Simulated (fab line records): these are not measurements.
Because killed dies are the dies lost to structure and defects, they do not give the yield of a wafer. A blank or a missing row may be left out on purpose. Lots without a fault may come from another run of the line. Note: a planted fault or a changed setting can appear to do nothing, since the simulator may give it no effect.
Which tool was responsible? + flow n5_finfet + 16 wafers from 6 lots sampled at 3 of the route's 1938 steps

## WHAT THE GAUGES READ, wafer by wafer
N5_BEOL_M12_CD_MEAS_10 targets a cd of 140 nm.
| lot  | measured     | on        | cd_nm (nm)        |
|------|--------------|-----------|-------------------|
| L575 | day 11 03:20 | cd_sem-03 | 139.6 145.1       |
| L578 | day 12 04:08 | cd_sem-02 | 141.2 140.3 140.3 |
| L584 | day 13 10:47 | cd_sem-03 | 141.9 140.6       |
| L586 | day 13 17:34 | cd_sem-03 | 143.5 140.2 139.9 |
| L589 | day 15 05:09 | cd_sem-02 | 135.3 134.1 135.2 |
| L596 | day 16 13:34 | cd_sem-03 | 139.6 140.6 139.2 |

## WHICH TOOL RAN EACH LOT (tool, then ch and the chambers of the sampled wafers, then the start)
| lot  | N5_BEOL_M11_CURE_72           | N5_BEOL_M12_PEB_08                |
|------|-------------------------------|-----------------------------------|
| L575 | uv_cure-01 ch 1, day 10 23:25 | litho_track-04 ch 0, day 11 03:13 |
| L578 | uv_cure-01 ch 2, day 12 00:49 | litho_track-01 ch 0, day 12 04:01 |
| L584 | uv_cure-02 ch 2, day 13 07:55 | litho_track-01 ch 0, day 13 10:40 |
| L586 | uv_cure-01 ch 2, day 13 13:52 | litho_track-04 ch 0, day 13 17:28 |
| L589 | uv_cure-03 ch 1, day 15 00:40 | litho_track-01 ch 0, day 15 05:02 |
| L596 | uv_cure-02 ch 1, day 16 10:26 | litho_track-05 ch 0, day 16 13:27 |
- N5_BEOL_M11_CURE_72: cures SiCOH lowk, time 120 s.
- N5_BEOL_M12_PEB_08: peb time 90 s.

## THE ANSWER, worked out from the rows above alone
Rule: the lots themselves supply what counts as usual. The widest of any qualifying gaps counts: lots, ordered by their means at a reading, are off when they make up no more than a third of the lots, leave a main group of 4 or more, and stand apart from it by 3 or more times the standard deviation of that group's means. A main group whose means are all the same, to the digits that the tables above print for the reading, isn't used. Also off: a lot with no number at a reading for which 4 or more lots have one. All remaining lots with rows at the step are treated as sound.
Off: L589, at N5_BEOL_M12_CD_MEAS_10 (cd_nm). The main group has a mean of 141.0 nm with a standard deviation of 0.84.
If a tool, at a process step before that reading, ran all the lots that are off and no sound lot after the first of them, it fits. Gauges at N5_BEOL_M12_CD_MEAS_10: tried the same way as those tools. Can't be told from this: 3 tools fit, uv_cure-03 at N5_BEOL_M11_CURE_72, litho_track-01 at N5_BEOL_M12_PEB_08, cd_sem-02 at N5_BEOL_M12_CD_MEAS_10.

## WHAT THE SIMULATOR PUT IN
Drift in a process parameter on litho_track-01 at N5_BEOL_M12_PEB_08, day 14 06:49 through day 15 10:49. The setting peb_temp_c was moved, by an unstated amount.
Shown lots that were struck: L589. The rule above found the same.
